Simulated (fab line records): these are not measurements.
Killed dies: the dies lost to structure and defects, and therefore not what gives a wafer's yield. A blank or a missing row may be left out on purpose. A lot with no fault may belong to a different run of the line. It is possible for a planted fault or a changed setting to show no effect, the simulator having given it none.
2 desks looking at one fault || flow n5_finfet || each desk holds nothing but its own numbers, with what lay behind them at the end

## DESK OF THE TOOL OWNER: litho_track-05
The tool's own readings at N5_BEOL_M10_COAT_05 (resist thk 90 nm): means of the sampled wafers that have a number, for each lot that ran on this tool. Marked OUT: a lot whose mean sits more than 4 standard deviations from the usual mean, which makes it out of limits; the brackets give that distance.
Columns: A = spin_speed_rpm at N5_BEOL_M10_COAT_05, usual 1499.9 rpm
{"lot": "L568", "first seen here": "day 10 09:06", "A": 1499.5}
{"lot": "L576", "first seen here": "day 12 12:11", "A": 1499.3}
{"lot": "L581", "first seen here": "day 13 15:46", "A": "1572.5 (+79) OUT"}
{"lot": "L583", "first seen here": "day 14 08:01", "A": "1572.6 (+79) OUT"}
{"lot": "L582", "first seen here": "day 14 11:22", "A": "1572.5 (+79) OUT"}
This desk's verdict: out of limits on L581, L582, L583, starting with L581 at day 13 15:46 (spin_speed_rpm at N5_BEOL_M10_COAT_05). L568, L576 stayed within limits.

## FROM THE METROLOGY DESK
Lot by lot, what the gauges showed, no matter which tool ran the lot: averages of those sampled wafers that carry a number. Marked OUT: a lot whose mean sits more than 4 standard deviations from the usual mean, which makes it out of limits; the brackets give that distance.
Columns: A = M10_ILD_THK at N5_BEOL_M10_THK_MEAS_01, usual 267 nm; B = cd_nm at N5_BEOL_M10_CD_MEAS_11, usual 64.2 nm
{"lot": "L568", "first seen here": "day 10 08:41", "A": 270, "B": 63.3}
{"lot": "L573", "first seen here": "day 11 22:47", "A": 264, "B": 64.3}
{"lot": "L572", "first seen here": "day 11 23:11", "A": 269, "B": 65.0}
{"lot": "L576", "first seen here": "day 12 10:56", "A": 271, "B": 64.7}
{"lot": "L575", "first seen here": "day 12 11:13", "A": 267, "B": 63.3}
{"lot": "L577", "first seen here": "day 12 14:42", "A": 270, "B": 63.6}
{"lot": "L581", "first seen here": "day 13 14:30", "A": 267, "B": 64.1}
{"lot": "L580", "first seen here": "day 13 15:32", "A": 265, "B": 64.9}
{"lot": "L583", "first seen here": "day 14 05:15", "A": 263, "B": 63.2}
{"lot": "L582", "first seen here": "day 14 10:20", "A": 270, "B": 64.5}
{"lot": "L588", "first seen here": "day 15 19:13", "A": 266, "B": 64.7}
{"lot": "L590", "first seen here": "day 15 20:44", "A": 267, "B": 64.0}
{"lot": "L591", "first seen here": "day 16 09:14", "A": 266, "B": 64.2}
This desk's finding: nothing out of limits on any of the 13 lots.

## BROUGHT TOGETHER
An alarm could have come from the tool owner's desk at day 13 15:46, on L581, L582, L583.
At the metrology desk, nothing out of limits was observed.
The metrology desk has L581, L582, L583 on record, within its limits.
Of the lots named, all ran N5_BEOL_M10_COAT_05 on litho_track-05.

## WHAT HAD BEEN PUT IN BY THE SIMULATOR
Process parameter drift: litho_track-05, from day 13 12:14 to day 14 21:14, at N5_BEOL_M10_COAT_05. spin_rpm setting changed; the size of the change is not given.
Struck lots among those shown: L581, L582, L583.
Time in hours from fault onset to the first out-of-limits reading at each desk: the tool owner's desk, 4.
